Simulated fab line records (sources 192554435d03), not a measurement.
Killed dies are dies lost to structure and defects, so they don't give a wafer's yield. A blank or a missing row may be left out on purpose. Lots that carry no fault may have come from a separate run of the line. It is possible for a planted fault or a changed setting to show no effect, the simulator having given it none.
One fault seen from 2 desks + flow n5_finfet + each desk has only its own numbers; what lay behind them comes last

THE METROLOGY DESK
Lot by lot, what the gauges showed, no matter which tool ran the lot: averages of those sampled wafers that carry a number. A lot is out of limits, marked OUT, if its mean lies more than 4 standard deviations from the usual mean; the brackets give that distance. 7 of its 10 readings are shown, namely those furthest out on some lot.
Columns: A = DIBL_N at N5_BEOL_M4_RC_MEAS_101, usual 36.5 mV/V; B = DIBL_P at N5_BEOL_M4_RC_MEAS_101, usual 36.4 mV/V; C = IOFF_N at N5_BEOL_M4_RC_MEAS_101, usual 0.17 nA/um; D = ION_P at N5_BEOL_M4_RC_MEAS_101, usual 462 uA/um; E = SS_P at N5_BEOL_M4_RC_MEAS_101, usual 73.4 mV/dec; F = VT_N at N5_BEOL_M4_RC_MEAS_101, usual 249 mV; G = VT_P at N5_BEOL_M4_RC_MEAS_101, usual -251 mV
| lot  | first seen here | A    | B    | C    | D   | E    | F   | G    |
|------|-----------------|------|------|------|-----|------|-----|------|
| L401 | day 9 17:25     | 37.5 | 37.4 | 0.19 | 464 | 73.6 | 247 | -250 |
| L402 | day 9 21:43     | 37.7 | 36.2 | 0.17 | 457 | 73.5 | 250 | -252 |
| L403 | day 10 22:04    | 34.8 | 34.2 | 0.15 | 466 | 72.9 | 249 | -250 |
| L407 | day 12 10:33    | 35.4 | 34.9 | 0.12 | 454 | 72.4 | 255 | -253 |
| L408 | day 12 12:31    | 38.6 | 37.1 | 0.17 | 460 | 73.9 | 250 | -253 |
| L409 | day 13 01:29    | 37.8 | 37.5 | 0.17 | 450 | 73.3 | 251 | -255 |
| L415 | day 13 10:07    | 35.8 | 37.5 | 0.17 | 465 | 73.1 | 249 | -253 |
| L417 | day 13 20:02    | 36.4 | 37.7 | 0.17 | 460 | 73.6 | 248 | -254 |
| L419 | day 15 11:43    | 34.9 | 33.5 | 0.14 | 463 | 73.0 | 251 | -252 |
Result from this desk: across the 9 lots, nothing is out of limits.

THE TOOL OWNER'S DESK: rie_diel-01
The tool's own readings at N5_PASSIVATION_PASS_ETCH_47 (etches SiNx in CF4/O2, target depth 770 nm, time 385 s): means of the sampled wafers that have a number, for each lot that ran on this tool. A lot is out of limits, marked OUT, if its mean lies more than 4 standard deviations from the usual mean; the brackets give that distance.
Columns: A = drypump_motor_current_A at N5_PASSIVATION_PASS_ETCH_47, usual 5.5 A; B = oes_f_703_au at N5_PASSIVATION_PASS_ETCH_47, usual 0.79 a.u.; C = oes_product_au at N5_PASSIVATION_PASS_ETCH_47, usual 0.79 a.u.; D = rf_fwd_power_W at N5_PASSIVATION_PASS_ETCH_47, usual 534.1 W; E = rf_vpp_V at N5_PASSIVATION_PASS_ETCH_47, usual 240 V; F = showerhead_plenum_p_Torr at N5_PASSIVATION_PASS_ETCH_47, usual 2.21 Torr; G = throttle_valve_pct at N5_PASSIVATION_PASS_ETCH_47, usual 15.86 %
| lot  | first seen here | A   | B    | C    | D               | E              | F    | G     |
|------|-----------------|-----|------|------|-----------------|----------------|------|-------|
| L401 | day 15 00:27    | 5.2 | 0.81 | 0.82 | 533.1           | 241            | 2.21 | 15.79 |
| L408 | day 16 13:32    | 5.5 | 0.82 | 0.83 | 535.3           | 238            | 2.23 | 15.82 |
| L407 | day 17 03:35    | 5.3 | 0.79 | 0.80 | 533.0           | 242            | 2.20 | 15.82 |
| L409 | day 17 22:01    | 5.2 | 0.57 | 0.76 | 405.2 (-72) OUT | 278 (+10) OUT  | 2.20 | 15.82 |
| L415 | day 17 22:36    | 5.0 | 0.58 | 0.77 | 405.1 (-72) OUT | 277 (+9.6) OUT | 2.22 | 15.78 |
This desk finds L409, L415 out of limits, L409 being first, at day 17 22:01 (rf_fwd_power_W at N5_PASSIVATION_PASS_ETCH_47). L401, L408, L407: within limits.

BROUGHT TOGETHER
An alarm could have come from the tool owner's desk at day 17 22:01, on L409, L415.
At the metrology desk, nothing out of limits was observed.
The metrology desk has L409, L415 on record, within its limits.
N5_PASSIVATION_PASS_ETCH_47 was run on rie_diel-01 by each of the lots named.

WHAT THE SIMULATOR PUT IN
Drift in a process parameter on rie_diel-01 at N5_PASSIVATION_PASS_ETCH_47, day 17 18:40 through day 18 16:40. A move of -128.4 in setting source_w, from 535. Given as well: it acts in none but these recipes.
Shown lots that were struck: L409, L415.
Hours from the fault's start to each desk's first reading out of limits: the tool owner's desk, 3.
